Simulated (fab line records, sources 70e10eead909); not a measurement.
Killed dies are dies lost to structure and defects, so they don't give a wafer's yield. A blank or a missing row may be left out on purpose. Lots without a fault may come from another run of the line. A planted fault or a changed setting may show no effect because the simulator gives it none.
One fault seen from 2 desks | flow nand_harc | each desk has only its own numbers; what lay behind them comes last

THE METROLOGY DESK
What the gauges read, lot by lot, whatever tool the lot ran on: means of the sampled wafers that have a number. A lot is out of limits, marked OUT, if its mean lies more than 4 standard deviations from the usual mean; the brackets give that distance.
Columns: A = thk_nm at NHARC_A_ONON_D2_THK_MEAS_21, usual 999 nm; B = thk_nm at NHARC_A_ONON_D2_THK_MEAS_27, usual 1004 nm
lot  | first seen here | A    | B
L201 | day 12 22:19    | 992  | 992
L200 | day 12 22:28    | 1000 | 1007
L202 | day 13 18:05    | 1007 | 984
L204 | day 14 07:29    | 1000 | 995
L205 | day 14 16:47    | 996  | 988
L207 | day 15 14:08    | 997  | 1017
L208 | day 16 05:52    | 988  | 1003
L210 | day 16 12:05    | 994  | 998
L214 | day 18 20:39    | 994  | 937 (-6.7) OUT
L215 | day 19 10:28    | 973  | 938 (-6.6) OUT
L222 | day 21 15:24    | 1003 | 1005
L220 | day 21 15:32    | 1002 | 995
L221 | day 21 15:45    | 989  | 1008
L223 | day 22 08:34    | 1000 | 1018
This desk's finding: out of limits on L214, L215; first on L214, day 18 21:47 (thk_nm at NHARC_A_ONON_D2_THK_MEAS_27). In limits: L201, L200, L202, L204, L205, L207, L208, L210, L222, L220, L221, L223.

THE DEFECT DESK
What the inspections along the route counted, lot by lot: means of the sampled wafers that have a number. A lot is out of limits, marked OUT, if its mean lies more than 4 standard deviations from the usual mean; the brackets give that distance.
Columns: A = raw_defect_count at NHARC_A_DECK1_JOINT_INSPECT_05, usual 349; B = raw_defect_count at NHARC_A_ONON_D2_INSPECT_32, usual 438
lot  | first seen here | A   | B
L201 | day 12 10:31    | 359 | 460
L200 | day 12 10:42    | 412 | 645
L202 | day 13 06:56    | 256 | 319
L204 | day 13 18:40    | 314 | 415
L205 | day 14 05:53    | 316 | 500
L207 | day 15 03:04    | 356 | 447
L208 | day 15 19:03    | 442 | 563
L210 | day 16 01:18    | 248 | 314
L214 | day 18 09:52    | 356 | 485
L215 | day 18 23:17    | 394 | 561
L222 | day 21 01:21    | 379 | 482
L220 | day 21 01:22    | 464 | 558
L221 | day 21 01:27    | 379 | 479
L223 | day 21 21:50    | 246 | 270
This desk's finding: nothing out of limits on any of the 14 lots.

PUT TOGETHER
The metrology desk could have raised an alarm at day 18 21:47, on L214, L215.
The defect desk saw nothing out of limits.
The defect desk has L214, L215 on record, within its limits.
Of the lots named, all ran NHARC_A_ONON_D2_DEP_25 on pecvd_onon-04.

WHAT THE SIMULATOR HAD PUT IN
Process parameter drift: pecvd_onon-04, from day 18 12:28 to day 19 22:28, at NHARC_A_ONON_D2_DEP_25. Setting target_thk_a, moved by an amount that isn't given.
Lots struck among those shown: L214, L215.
Hours from the fault's start to each desk's first reading out of limits: the metrology desk, 9.
